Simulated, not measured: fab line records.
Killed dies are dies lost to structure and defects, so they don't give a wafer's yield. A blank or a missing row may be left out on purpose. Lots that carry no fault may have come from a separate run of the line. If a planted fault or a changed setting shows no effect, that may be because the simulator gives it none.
fab line records -- flow n5-finfet -- part 1 of 2: steps 1 to 20 of 25
record: lots: 5, wafers: 15, last-day: 18
route steps=1938 shown GATE_CUT@474
lots with no fault: from the same line, run without faults
start-h: start of the lot's first displayed wafer, in hours after the record's first day -- wait-h: time in hours since the lot's previous step -- " the same as in the row above -- L1.1+2: a row that stands for several wafers -- - value missing, or start not given -- * or withheld: withheld -- < > ~ a bound
route shown NAME@n: a module of which the file shows steps, and the number in the route of the first -- usual: mean/standard deviation of fault-free wafers -- same: alike in all rows -- chamber/n: place in a boat -- sites: per-site readings -- _std_site: the values' standard deviation -- _edge_site: inner sites' mean taken away from outer sites' mean -- radius-mm: for every site, how far away it sits from the centre of the wafer -- mask NAME#n: copy n -- behind: tool/chamber where the wafer was last shaped -- hold: the reason the lot was held/the length of the hold in hours/how it ended -- device: names the non-switching transistor (n, p or np) -- end of line: tests run on the same wafers once the route is complete -- for a step that has no rows: nothing shown but its recipe -- killed: the dies lost at the first sort to structure and to defects; this is not the yield of the wafer -- map: a wafer's dies, x killed, . not, _ none there
set.NAME: setting as actually run; set.NAME@STEP: the setting as run at that earlier step -- model.NAME: the simulator's own value behind a step, which no gauge read
lots seen at some steps along the route; tables by step, rows by wafer
services: a tool's chamber out of use, with start hour (start-h, from the record's first day; less than 0 if before it), hours out, and reason
== steps ==
step: N5_GATE_CUT_PECVD_57
recipe: material: SiNx, target-thk-a: 210, temp-c: 400, precursor: SiH4/NH3/N2, pressure-torr: 1.5, rf-w: 300
usual: heater-power-w: 764/96, showerhead-plenum-p-Torr: 5.16/0.053, throttle-valve-pct: 40.0/2.3
lot.wafer,tool,chamber,start-h,wait-h,heater-power-w,showerhead-plenum-p-Torr,throttle-valve-pct
L084.3,pecvd-02,2,140.08,1.1,639,5.16,37.4
L084.4,pecvd-02,1,140.08,1.1,860,5.14,40.2
L084.5,pecvd-02,2,140.08,1.1,652,5.17,37.4
L090.2,pecvd-02,0,176.04,1.1,844,5.17,38.8
L090.3,pecvd-02,1,176.04,1.1,796,5.15,40.3
L090.6,pecvd-02,0,176.04,1.1,843,5.15,38.3
L091.1,pecvd-02,1,187.15,1.1,763,5.16,40.3
L091.2,pecvd-02,0,187.15,1.1,751,5.17,38.8
L091.4,pecvd-02,0,187.15,1.1,764,5.15,38.7
L093.3,pecvd-02,2,195.86,1.1,570,5.16,37.6
L093.5,pecvd-02,1,195.86,1.1,821,5.13,40.1
L093.6,pecvd-02,0,195.86,1.1,839,5.16,38.5
L094.3,pecvd-01,2,203.80,1.1,689,5.10,39.0
L094.4,pecvd-01,1,203.80,1.1,864,5.07,41.2
L094.6,pecvd-01,2,203.80,1.1,708,5.10,39.7
step: N5_GATE_CUT_CMP_02
recipe: stop-on: SiO2, t-overpolish-s: 12.7, post-cmp-clean: alkaline-brush, down-force-psi: 2.5, platen-rpm: 51.8, pad-velocity-m-s: 1.0307, target-thk-nm: 0
usual: motor-current-A: 9.2/0.71, overpolish-run-s: 12.700/0.0094, platen-rpm: 51.81/0.033, slurry-filter-dp-kPa: 13.51/0.13, time-to-endpoint-s: 24.1/2.9
lot.wafer,tool,chamber,start-h,wait-h,motor-current-A,overpolish-run-s,platen-rpm,slurry-filter-dp-kPa,time-to-endpoint-s
L084.4,cmp-03,2,140.15,0.0,9.3,12.698,51.85,13.57,22.7
L084.3,cmp-03,3,140.15,0.0,8.0,12.692,51.80,13.52,21.8
L084.5,cmp-03,2,140.15,0.0,8.9,12.707,51.81,13.51,23.6
L090.2,cmp-02,1,176.12,0.1,8.7,12.696,51.81,13.47,18.8
L090.3,cmp-02,0,176.12,0.1,10.2,12.694,51.82,13.44,23.5
L090.6,cmp-02,1,176.12,0.1,8.9,12.699,51.83,13.46,22.9
L091.1,cmp-02,2,187.22,0.1,8.8,12.709,51.83,13.69,19.8
L091.2,cmp-02,0,187.22,0.1,9.4,12.691,51.86,13.47,24.4
L091.4,cmp-02,1,187.22,0.1,8.4,12.693,51.84,13.42,21.1
L093.3,cmp-04,3,196.01,0.1,8.0,12.690,51.82,13.40,21.3
L093.6,cmp-04,1,196.01,0.1,9.2,12.696,51.83,13.52,26.8
L093.5,cmp-04,2,196.01,0.1,9.5,12.710,51.77,13.57,22.5
L094.3,cmp-02,3,203.87,0.1,9.1,12.710,51.87,13.63,27.1
L094.4,cmp-02,0,203.87,0.1,9.8,12.703,51.77,13.58,24.2
L094.6,cmp-02,3,203.87,0.1,9.0,12.692,51.81,13.75,26.6
step: N5_GATE_CUT_HM_DEP_46
recipe: material: SiO2, target-thk-a: 1300, temp-c: 400, precursor: TEOS/O2, pressure-torr: 6.5, rf-w: 900, teos-flow-sccm: 161.4, gas: O2, flow-sccm: 2650, time-s: 26.6
usual: heater-power-w: 550/100, showerhead-plenum-p-Torr: 8.35/0.031, throttle-valve-pct: 18.6/0.96
lot.wafer,tool,chamber,start-h,wait-h,heater-power-w,showerhead-plenum-p-Torr,throttle-valve-pct
L084.3,pecvd-01,2,140.48,0.0,547,8.32,18.5
L084.4,pecvd-01,0,140.48,0.0,552,8.37,19.1
L084.5,pecvd-01,2,140.48,0.0,560,8.31,18.6
L090.2,pecvd-02,0,176.46,0.0,571,8.34,17.9
L090.3,pecvd-02,1,176.46,0.0,692,8.33,19.0
L090.6,pecvd-02,2,176.46,0.0,384,8.36,17.4
L091.1,pecvd-01,2,187.56,0.0,515,8.31,18.4
L091.2,pecvd-01,1,187.56,0.0,528,8.30,19.5
L091.4,pecvd-01,2,187.56,0.0,534,8.32,18.5
L093.3,pecvd-02,1,196.27,0.0,638,8.35,18.6
L093.5,pecvd-02,1,196.27,0.0,672,8.35,18.6
L093.6,pecvd-02,2,196.27,0.0,386,8.38,17.4
L094.3,pecvd-04,2,204.20,0.0,705,8.33,18.7
L094.4,pecvd-04,1,204.20,0.0,489,8.40,21.7
L094.6,pecvd-04,0,204.20,0.0,443,8.33,19.1
step: N5_GATE_CUT_COAT_34
recipe: resist: SOC, temp-c: 250, time-s: 60, spin-rpm: 1500, resist-thk-nm: 60
usual: resist-line-temp-C: 23.00/0.12
lot.wafer,tool,chamber,start-h,wait-h,resist-line-temp-C
L084.3,litho-track-04,0,140.55,0.0,22.97
L084.4,litho-track-04,0,140.55,0.0,22.88
L084.5,litho-track-04,0,140.55,0.0,22.98
L090.2,litho-track-04,0,176.52,0.0,22.95
L090.3,litho-track-04,0,176.52,0.0,22.91
L090.6,litho-track-04,0,176.52,0.0,23.00
L091.1,litho-track-03,0,187.66,0.1,23.09
L091.2,litho-track-03,0,187.66,0.1,23.03
L091.4,litho-track-03,0,187.66,0.1,23.06
L093.3,litho-track-03,0,196.33,0.0,22.98
L093.5,litho-track-03,0,196.33,0.0,23.15
L093.6,litho-track-03,0,196.33,0.0,22.93
L094.3,litho-track-03,0,204.27,0.0,23.10
L094.4,litho-track-03,0,204.27,0.0,23.03
L094.6,litho-track-03,0,204.27,0.0,23.22
step: N5_GATE_CUT_COAT_35
recipe: resist: SiARC, temp-c: 220, time-s: 60, spin-rpm: 1500, resist-thk-nm: 10
usual: resist-line-temp-C: 23.02/0.11
lot.wafer,tool,chamber,start-h,wait-h,resist-line-temp-C
L084.3,litho-track-04,0,-,-,22.87
L084.4,litho-track-04,0,-,-,22.93
L084.5,litho-track-04,0,-,-,22.94
L090.2,litho-track-04,0,-,-,23.06
L090.3,litho-track-04,0,-,-,23.17
L090.6,litho-track-04,0,-,-,23.12
L091.1,litho-track-03,0,-,-,23.10
L091.2,litho-track-03,0,-,-,23.12
L091.4,litho-track-03,0,-,-,22.96
L093.3,litho-track-03,0,-,-,23.07
L093.5,litho-track-03,0,-,-,23.19
L093.6,litho-track-03,0,-,-,23.03
L094.3,litho-track-03,0,-,-,22.98
L094.4,litho-track-03,0,-,-,23.08
L094.6,litho-track-03,0,-,-,23.04
step: N5_GATE_CUT_COAT_27
recipe: resist: underlayer, temp-c: 205, time-s: 60, spin-rpm: 1500, resist-thk-nm: 10
usual: resist-line-temp-C: 23.02/0.11
lot.wafer,tool,chamber,start-h,wait-h,resist-line-temp-C
L084.3,litho-track-04,0,-,-,23.02
L084.4,litho-track-04,0,-,-,22.98
L084.5,litho-track-04,0,-,-,22.67
L090.2,litho-track-04,0,-,-,22.84
L090.3,litho-track-04,0,-,-,23.00
L090.6,litho-track-04,0,-,-,22.86
L091.1,litho-track-03,0,-,-,22.83
L091.2,litho-track-03,0,-,-,22.87
L091.4,litho-track-03,0,-,-,22.87
L093.3,litho-track-03,0,-,-,22.99
L093.5,litho-track-03,0,-,-,22.92
L093.6,litho-track-03,0,-,-,22.95
L094.3,litho-track-03,0,-,-,23.07
L094.4,litho-track-03,0,-,-,23.04
L094.6,litho-track-03,0,-,-,23.26
step: N5_GATE_CUT_COAT_07
recipe: resist: CAR-EUV, spin-rpm: 1500, resist-thk-nm: 30
usual: resist-line-temp-C: 22.98/0.1
lot.wafer,tool,chamber,start-h,wait-h,resist-line-temp-C
L084.3,litho-track-04,0,-,-,23.07
L084.4,litho-track-04,0,-,-,22.95
L084.5,litho-track-04,0,-,-,22.95
L090.2,litho-track-04,0,-,-,22.90
L090.3,litho-track-04,0,-,-,22.89
L090.6,litho-track-04,0,-,-,23.01
L091.1,litho-track-03,0,-,-,22.75
L091.2,litho-track-03,0,-,-,22.90
L091.4,litho-track-03,0,-,-,22.94
L093.3,litho-track-03,0,-,-,23.09
L093.5,litho-track-03,0,-,-,23.05
L093.6,litho-track-03,0,-,-,23.03
L094.3,litho-track-03,0,-,-,22.89
L094.4,litho-track-03,0,-,-,22.96
L094.6,litho-track-03,0,-,-,22.87
step: N5_GATE_CUT_EBR_09
recipe: solvent: PGMEA, ebr-width-mm: 1.5
usual: resist-line-temp-C: 23.02/0.11
same: ebr-width-mm: 1.5
lot.wafer,tool,chamber,start-h,wait-h,resist-line-temp-C
L084.3,litho-track-04,0,-,-,22.81
L084.4,litho-track-04,0,-,-,23.04
L084.5,litho-track-04,0,-,-,22.94
L090.2,litho-track-04,0,-,-,23.04
L090.3,litho-track-04,0,-,-,23.21
L090.6,litho-track-04,0,-,-,23.08
L091.1,litho-track-03,0,-,-,23.05
L091.2,litho-track-03,0,-,-,23.02
L091.4,litho-track-03,0,-,-,22.91
L093.3,litho-track-03,0,-,-,23.15
L093.5,litho-track-03,0,-,-,23.06
L093.6,litho-track-03,0,-,-,23.07
L094.3,litho-track-03,0,-,-,22.89
L094.4,litho-track-03,0,-,-,22.90
L094.6,litho-track-03,0,-,-,22.95
step: N5_GATE_CUT_SOFTBAKE_08
recipe: temp-c: 110, time-s: 60, resist: CAR-EUV
usual: resist-line-temp-C: 23.01/0.096
lot.wafer,tool,chamber,start-h,wait-h,resist-line-temp-C
L084.3,litho-track-04,0,-,-,22.84
L084.4,litho-track-04,0,-,-,22.79
L084.5,litho-track-04,0,-,-,22.85
L090.2,litho-track-04,0,-,-,23.11
L090.3,litho-track-04,0,-,-,22.98
L090.6,litho-track-04,0,-,-,23.01
L091.1,litho-track-03,0,-,-,22.97
L091.2,litho-track-03,0,-,-,22.99
L091.4,litho-track-03,0,-,-,22.85
L093.3,litho-track-03,0,-,-,23.05
L093.5,litho-track-03,0,-,-,22.97
L093.6,litho-track-03,0,-,-,22.95
L094.3,litho-track-03,0,-,-,22.97
L094.4,litho-track-03,0,-,-,22.90
L094.6,litho-track-03,0,-,-,22.96
step: N5_GATE_CUT_EXPOSE_10
recipe: mask-id: GATE_CUT, na: 0.33, source-shape: annular, sigma-inner: 0.35, sigma-outer: 0.8, polarization: unpolarized, target-cd-nm: 20, dose-mj: 43.25
lot.wafer,tool,chamber,start-h,wait-h,mask
L084.3+4+5,euv-scanner-02,0,140.70,-,GATE_CUT#0
L090.2+3+6,euv-scanner-02,0,176.67,-,GATE_CUT#0
L091.1+2+4,euv-scanner-02,0,187.82,-,GATE_CUT#0
L093.3+5+6,euv-scanner-02,0,196.48,-,GATE_CUT#0
L094.3+4+6,euv-scanner-01,0,204.55,-,GATE_CUT#0
step: N5_GATE_CUT_PEB_11
recipe: peb-temp-c: 100, peb-time-s: 60, resist: CAR-EUV
usual: resist-line-temp-C: 23.00/0.11
lot.wafer,tool,chamber,start-h,wait-h,resist-line-temp-C
L084.3,litho-track-04,0,140.76,0.0,22.94
L084.4,litho-track-04,0,140.76,0.0,22.86
L084.5,litho-track-04,0,140.76,0.0,22.93
L090.2,litho-track-04,0,176.73,0.1,23.04
L090.3,litho-track-04,0,176.73,0.1,22.78
L090.6,litho-track-04,0,176.73,0.1,22.82
L091.1,litho-track-03,0,187.88,0.1,23.19
L091.2,litho-track-03,0,187.88,0.1,23.28
L091.4,litho-track-03,0,187.88,0.1,23.06
L093.3,litho-track-05,0,196.54,0.0,23.02
L093.5,litho-track-05,0,196.54,0.0,23.13
L093.6,litho-track-05,0,196.54,0.0,22.98
L094.3,litho-track-05,0,204.60,0.0,22.99
L094.4,litho-track-05,0,204.60,0.0,22.82
L094.6,litho-track-05,0,204.60,0.0,22.95
step: N5_GATE_CUT_DEVELOP_12
recipe: develop-time-s: 30, developer: TMAH, resist: CAR-EUV, rinse-liquid: surfactant-rinse, dry: air-spin, dev-temp-c: 23
usual: resist-line-temp-C: 23.02/0.099
lot.wafer,tool,chamber,start-h,wait-h,resist-line-temp-C
L084.3,litho-track-04,0,-,-,23.14
L084.4,litho-track-04,0,-,-,23.03
L084.5,litho-track-04,0,-,-,23.10
L090.2,litho-track-04,0,-,-,23.04
L090.3,litho-track-04,0,-,-,23.00
L090.6,litho-track-04,0,-,-,23.04
L091.1,litho-track-03,0,-,-,23.15
L091.2,litho-track-03,0,-,-,23.13
L091.4,litho-track-03,0,-,-,23.13
L093.3,litho-track-05,0,-,-,22.97
L093.5,litho-track-05,0,-,-,23.03
L093.6,litho-track-05,0,-,-,22.84
L094.3,litho-track-05,0,-,-,23.19
L094.4,litho-track-05,0,-,-,23.08
L094.6,litho-track-05,0,-,-,23.15
step: N5_GATE_CUT_CD_MEAS_13
recipe: target-cd-nm: 20, landing-energy-ev: 500, detector: se-inlens
usual: cd-nm: 19.99/0.24
lot.wafer,tool,chamber,start-h,wait-h,cd-nm
L084.3,cd-sem-01,0,140.82,-,19.77
L084.4,cd-sem-01,0,140.82,-,19.85
L084.5,cd-sem-01,0,140.82,-,20.17
L090.2,cd-sem-02,0,176.79,-,19.88
L090.3,cd-sem-02,0,176.79,-,19.87
L090.6,cd-sem-02,0,176.79,-,19.89
L091.1,cd-sem-01,0,187.95,-,19.72
L091.2,cd-sem-01,0,187.95,-,19.37
L091.4,cd-sem-01,0,187.95,-,20.02
L093.3,cd-sem-01,0,196.60,-,20.20
L093.5,cd-sem-01,0,196.60,-,20.35
L093.6,cd-sem-01,0,196.60,-,20.51
L094.3,cd-sem-02,0,204.67,-,20.52
L094.4,cd-sem-02,0,204.67,-,20.20
L094.6,cd-sem-02,0,204.67,-,20.30
step: N5_GATE_CUT_OVL_MEAS_14
recipe: points-per-wafer: 522
usual: GATE_CUT_OVL: -0.1/0.66
lot.wafer,tool,chamber,start-h,wait-h,GATE_CUT_OVL[nm]
L084.3,overlay-01,0,140.86,0.0,-0.8
L084.4,overlay-01,0,140.86,0.0,0.9
L084.5,overlay-01,0,140.86,0.0,-0.1
L090.2,overlay-02,0,176.83,0.0,0.0
L090.3,overlay-02,0,176.83,0.0,-0.3
L090.6,overlay-02,0,176.83,0.0,0.8
L091.1,overlay-01,0,187.98,0.0,0.1
L091.2,overlay-01,0,187.98,0.0,-1.1
L091.4,overlay-01,0,187.98,0.0,-1.0
L093.3,overlay-02,0,196.64,0.0,0.1
L093.5,overlay-02,0,196.64,0.0,-0.7
L093.6,overlay-02,0,196.64,0.0,-1.2
L094.3,overlay-02,0,204.71,0.0,-0.2
L094.4,overlay-02,0,204.71,0.0,-0.6
L094.6,overlay-02,0,204.71,0.0,-1.2
step: N5_GATE_CUT_INSPECT_15
recipe: mode: adi, inspect-instrument: brightfield
usual: raw-defect-count: 133/43
lot.wafer,tool,chamber,start-h,wait-h,raw-defect-count
L084.3,defect-inspect-01,-,140.91,0.0,232
L084.4,defect-inspect-01,-,140.91,0.0,153
L084.5,defect-inspect-01,-,140.91,0.0,174
L090.2,defect-inspect-01,-,176.88,0.0,155
L090.3,defect-inspect-01,-,176.88,0.0,147
L090.6,defect-inspect-01,-,176.88,0.0,112
L091.1,defect-inspect-01,-,188.04,0.1,126
L091.2,defect-inspect-01,-,188.04,0.1,94
L091.4,defect-inspect-01,-,188.04,0.1,105
L093.3,defect-inspect-02,-,196.69,0.0,159
L093.5,defect-inspect-02,-,196.69,0.0,113
L093.6,defect-inspect-02,-,196.69,0.0,105
L094.3,defect-inspect-01,-,204.75,0.0,171
L094.4,defect-inspect-01,-,204.75,0.0,93
L094.6,defect-inspect-01,-,204.75,0.0,110
step: N5_GATE_CUT_DESCUM_18
recipe: chemistry: O2, time-s: 7, source-power-w: 50, bias-power-w: 20, pressure-mtorr: 20, rf-frequency-hz: 2.712e+07, temp-c: 40, resist: CAR-EUV, o2-flow-sccm: 225
usual: drypump-motor-current-A: 5.9/0.34, oes-product-au: 0.80/0.1, rf-vpp-V: 242.9/1.4, showerhead-plenum-p-Torr: 2.08/0.081, throttle-valve-pct: 20.44/0.24
lot.wafer,tool,chamber,start-h,wait-h,drypump-motor-current-A,oes-product-au,rf-hours-counter-h,rf-vpp-V,showerhead-plenum-p-Torr,throttle-valve-pct
L084.3,rie-diel-04,1,140.94,0.0,5.8,0.68,229,243.4,2.06,20.57
L084.4,rie-diel-04,0,140.94,0.0,6.3,0.69,-,241.3,1.99,20.87
L084.5,rie-diel-04,3,140.94,0.0,5.4,0.88,-,241.9,2.13,20.11
L090.2,rie-diel-04,0,177.05,0.2,6.3,0.68,254,238.6,1.99,20.87
L090.3,rie-diel-04,3,177.05,0.2,5.4,0.85,59,244.5,2.13,20.13
L090.6,rie-diel-04,3,177.05,0.2,5.4,0.85,-,243.3,2.13,20.14
L091.1,rie-diel-02,3,188.08,0.0,5.9,0.88,39,244.5,2.15,20.41
L091.2,rie-diel-02,0,188.08,0.0,6.6,0.70,226,241.7,1.96,20.41
L091.4,rie-diel-02,3,188.08,0.0,5.9,0.89,-,243.4,2.15,20.41
L093.3,rie-diel-02,0,196.72,0.0,6.5,0.70,229,241.2,1.96,20.41
L093.5,rie-diel-02,3,196.72,0.0,5.9,0.88,-,244.5,2.15,20.40
L093.6,rie-diel-02,2,196.72,0.0,5.3,0.91,-,243.6,2.13,20.36
L094.3,rie-diel-06,0,204.79,0.0,5.8,0.88,38,243.7,2.15,20.16
L094.4,rie-diel-06,2,204.79,0.0,5.9,0.74,142,245.0,2.20,20.30
L094.6,rie-diel-06,3,204.79,0.0,5.9,0.82,-,242.1,2.02,20.73
step: N5_GATE_CUT_ETCH_28
recipe: chemistry: N2/H2, target: underlayer, target-depth-a: 130, mask-material: CAR-EUV, time-s: 10.4, ion-energy-ev: 200, pressure-mtorr: 30, source-w: 840, bias-w: 150, n2-flow-sccm: 200, h2-flow-sccm: 200, ends: cleared
usual: drypump-motor-current-A: 5.9/0.34, etch-rf-on-time-s: 10.5/0.33, oes-product-au: 0.68/0.087, rf-vpp-V: 523.5/2.7, showerhead-plenum-p-Torr: 2.53/0.092, throttle-valve-pct: 17.91/0.28
lot.wafer,tool,chamber,start-h,wait-h,drypump-motor-current-A,etch-rf-on-time-s,oes-product-au,rf-hours-counter-h,rf-vpp-V,showerhead-plenum-p-Torr,throttle-valve-pct
L084.3,rie-diel-04,1,140.98,0.0,5.8,10.6,0.58,229,522.0,2.52,18.14
L084.4,rie-diel-04,0,140.98,0.0,6.3,10.7,0.58,-,520.3,2.41,18.21
L084.5,rie-diel-04,3,140.98,0.0,5.4,9.8,0.76,-,525.1,2.60,17.67
L090.2,rie-diel-04,0,177.09,0.0,6.3,10.8,0.58,254,519.2,2.40,18.24
L090.3,rie-diel-04,3,177.09,0.0,5.4,10.0,0.74,59,526.4,2.59,17.69
L090.6,rie-diel-04,3,177.09,0.0,5.4,9.8,0.74,-,526.6,2.59,17.68
L091.1,rie-diel-02,3,188.11,0.0,5.9,10.6,0.75,39,524.2,2.60,17.76
L091.2,rie-diel-02,0,188.11,0.0,6.6,10.8,0.59,226,521.1,2.40,18.02
L091.4,rie-diel-02,3,188.11,0.0,5.9,10.7,0.74,-,525.4,2.60,17.77
L093.3,rie-diel-02,0,196.76,0.0,6.5,10.8,0.59,229,520.0,2.39,18.01
L093.5,rie-diel-02,3,196.76,0.0,5.9,10.7,0.75,-,525.9,2.60,17.74
L093.6,rie-diel-02,2,196.76,0.0,5.3,10.9,0.77,-,526.9,2.60,17.83
L094.3,rie-diel-06,0,204.82,0.0,5.9,10.0,0.77,38,525.3,2.59,17.41
L094.4,rie-diel-06,2,204.82,0.0,5.9,10.9,0.62,142,526.6,2.66,17.64
L094.6,rie-diel-06,3,204.82,0.0,5.9,10.6,0.71,-,521.6,2.47,18.31
step: N5_GATE_CUT_ETCH_36
recipe: chemistry: CF4, target: SiARC, target-depth-a: 130, mask-material: CAR-EUV, time-s: 21.7, ion-energy-ev: 80, pressure-mtorr: 40, source-w: 545, bias-w: 36, Ar_flow_sccm: 100, cf4-flow-sccm: 100, ends: cleared
usual: drypump-motor-current-A: 5.9/0.34, etch-rf-on-time-s: 22.0/0.66, oes-product-au: 0.68/0.087, rf-vpp-V: 184.0/1.2, showerhead-plenum-p-Torr: 2.13/0.074, throttle-valve-pct: 15.61/0.25
lot.wafer,tool,chamber,start-h,wait-h,drypump-motor-current-A,etch-rf-on-time-s,oes-product-au,rf-hours-counter-h,rf-vpp-V,showerhead-plenum-p-Torr,throttle-valve-pct
L084.3,rie-diel-04,1,141.00,0.0,5.8,21.7,0.59,229,182.7,2.12,15.86
L084.4,rie-diel-04,0,141.00,0.0,6.3,22.5,0.59,-,182.4,2.02,15.92
L084.5,rie-diel-04,3,141.00,0.0,5.4,20.5,0.75,-,184.4,2.19,15.28
L090.2,rie-diel-04,0,177.11,0.0,6.3,22.9,0.58,254,183.8,2.02,15.95
L090.3,rie-diel-04,3,177.11,0.0,5.4,20.9,0.73,59,184.9,2.18,15.32
L090.6,rie-diel-04,3,177.11,0.0,5.4,20.7,0.74,-,184.5,2.18,15.31
L091.1,rie-diel-02,3,188.13,0.0,5.9,22.1,0.76,39,185.0,2.19,15.49
L091.2,rie-diel-02,0,188.13,0.0,6.6,22.2,0.61,226,182.0,2.04,15.79
L091.4,rie-diel-02,3,188.13,0.0,5.9,21.9,0.75,-,185.0,2.19,15.51
L093.3,rie-diel-02,0,196.78,0.0,6.5,22.3,0.60,229,184.0,2.03,15.79
L093.5,rie-diel-02,3,196.78,0.0,5.9,22.2,0.76,-,183.7,2.19,15.51
L093.6,rie-diel-02,2,196.78,0.0,5.2,22.5,0.77,-,184.8,2.18,15.48
L094.3,rie-diel-06,0,204.84,0.0,5.9,20.9,0.77,38,185.7,2.19,15.30
L094.4,rie-diel-06,2,204.84,0.0,6.0,22.7,0.62,142,186.1,2.22,15.34
L094.6,rie-diel-06,3,204.84,0.0,5.9,22.0,0.71,-,184.4,2.07,15.81
step: N5_GATE_CUT_ETCH_37
recipe: chemistry: N2/H2, target: SOC, target-depth-a: 600, overetch-a: 120, mask-material: SiARC, temp-c: 40, time-s: 90, ion-energy-ev: 200, pressure-mtorr: 30, source-w: 840, bias-w: 150, n2-flow-sccm: 200, h2-flow-sccm: 200
usual: drypump-motor-current-A: 5.9/0.34, oes-product-au: 0.72/0.086, rf-vpp-V: 523.4/2.6, showerhead-plenum-p-Torr: 2.53/0.092, throttle-valve-pct: 17.89/0.28
lot.wafer,tool,chamber,start-h,wait-h,drypump-motor-current-A,oes-product-au,rf-hours-counter-h,rf-vpp-V,showerhead-plenum-p-Torr,throttle-valve-pct
L084.3,rie-diel-04,1,141.02,0.0,5.8,0.61,229,522.3,2.52,18.11
L084.4,rie-diel-04,0,141.02,0.0,6.3,0.62,-,521.8,2.41,18.21
L084.5,rie-diel-04,3,141.02,0.0,5.4,0.76,-,524.8,2.60,17.62
L090.2,rie-diel-04,0,177.13,0.0,6.3,0.62,254,519.1,2.40,18.22
L090.3,rie-diel-04,3,177.13,0.0,5.4,0.75,59,524.8,2.59,17.64
L090.6,rie-diel-04,3,177.13,0.0,5.4,0.75,-,524.1,2.59,17.65
L091.1,rie-diel-02,3,188.16,0.0,5.9,0.80,39,526.3,2.60,17.75
L091.2,rie-diel-02,0,188.16,0.0,6.6,0.64,226,520.4,2.40,17.99
L091.4,rie-diel-02,3,188.16,0.0,5.9,0.80,-,524.3,2.60,17.74
L093.3,rie-diel-02,0,196.80,0.0,6.6,0.63,229,519.5,2.40,18.00
L093.5,rie-diel-02,3,196.80,0.0,5.9,0.80,-,524.8,2.60,17.74
L093.6,rie-diel-02,2,196.80,0.0,5.2,0.81,-,525.4,2.60,17.79
L094.3,rie-diel-06,0,204.87,0.0,5.9,0.78,38,522.8,2.59,17.36
L094.4,rie-diel-06,2,204.87,0.0,5.9,0.66,142,525.9,2.66,17.64
L094.6,rie-diel-06,3,204.87,0.0,5.9,0.75,-,522.2,2.47,18.29
step: N5_GATE_CUT_STRIP_38
recipe: chemistry: N2/H2, temp-c: 40, n2-flow-sccm: 200, h2-flow-sccm: 200, rf-frequency-hz: 6e+07
lot.wafer,tool,chamber,start-h,wait-h
L084.3+4+5,rie-diel-04,"1,0,3",141.09,0.0
L090.2+3+6,rie-diel-04,"0,3,3",177.20,0.0
L091.1+2+4,rie-diel-02,"3,0,3",188.22,0.0
L093.3+5+6,rie-diel-02,"0,3,2",196.87,0.0
L094.3+4+6,rie-diel-06,"0,2,3",204.93,0.0
